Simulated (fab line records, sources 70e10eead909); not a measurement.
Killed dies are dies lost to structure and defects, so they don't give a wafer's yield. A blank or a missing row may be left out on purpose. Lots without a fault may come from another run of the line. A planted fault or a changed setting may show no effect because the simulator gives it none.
Which tool did it? | flow nand_harc | 7 lots, 21 wafers sampled, at 3 steps of a route of 1302

WHAT THE GAUGES READ, wafer by wafer
NHARC_A_BLC_INSPECT_28.
lot  | measured     | on                | raw_defect_count
L290 | day 23 10:14 | defect_inspect-01 | 441 510 419
L293 | day 24 18:02 | defect_inspect-02 | 6824 6613 6691
L296 | day 25 00:25 | defect_inspect-02 | 6821 6823 6635
L304 | day 28 16:34 | defect_inspect-01 | 339 289 489
L306 | day 30 03:47 | defect_inspect-02 | 593 471 503
L311 | day 31 05:32 | defect_inspect-01 | 586 583 407
L308 | day 32 00:14 | defect_inspect-01 | 409 406 322

WHICH TOOL RAN EACH LOT (tool, then ch and the chambers of the sampled wafers, then the start)
lot  | NHARC_A_CONTACT_ALD_18              | NHARC_A_BLC_CMP_25
L290 | ald_metal-04 ch 2,3, day 23 05:05   | cmp-03 ch 1,2, day 23 09:50
L293 | ald_metal-02 ch 0,2, day 24 12:56   | cmp-02 ch 1,2,3, day 24 17:38
L296 | ald_metal-02 ch 0,1,2, day 24 19:16 | cmp-04 ch 0,1,2, day 25 00:02
L304 | ald_metal-02 ch 0,2,3, day 28 10:43 | cmp-03 ch 2,3, day 28 16:09
L306 | ald_metal-01 ch 0,1, day 29 22:47   | cmp-04 ch 2,3, day 30 03:24
L311 | ald_metal-02 ch 0,1,3, day 31 00:23 | cmp-04 ch 1,2,3, day 31 05:11
L308 | ald_metal-02 ch 0,1,3, day 31 19:06 | cmp-03 ch 0,1,3, day 31 23:50
- NHARC_A_CONTACT_ALD_18: deposits TiN, target thk 3 nm, pulse time 1 s, ald cycles 150.
- NHARC_A_BLC_CMP_25: polishes, t overpolish 30 s, target thk 150 nm.

THE ANSWER, worked out from the rows above alone
Rule: what is usual is taken from the lots themselves. Put in order of their means at a reading, lots are off if they are a third of the lots or fewer, leave a main group of 4 or more, and stand apart from it by a gap of 3 or more times the standard deviation of the main group's means; of several such gaps the widest counts. A main group whose means are all the same, to the digits that the tables above print for the reading, isn't used. A lot without any number at a reading at which 4 lots or more have one is off too. The other lots that the step has rows for count as sound.
Off: L293, L296, at NHARC_A_BLC_INSPECT_28 (raw_defect_count). The main group: mean 451, standard deviation 66.
A tool fits if, at a process step before that reading, it ran every lot that is off, and no sound lot after the first of them. The gauges at NHARC_A_BLC_INSPECT_28 are tried like those tools. None of those tried fits.

WHAT THE SIMULATOR HAD PUT IN
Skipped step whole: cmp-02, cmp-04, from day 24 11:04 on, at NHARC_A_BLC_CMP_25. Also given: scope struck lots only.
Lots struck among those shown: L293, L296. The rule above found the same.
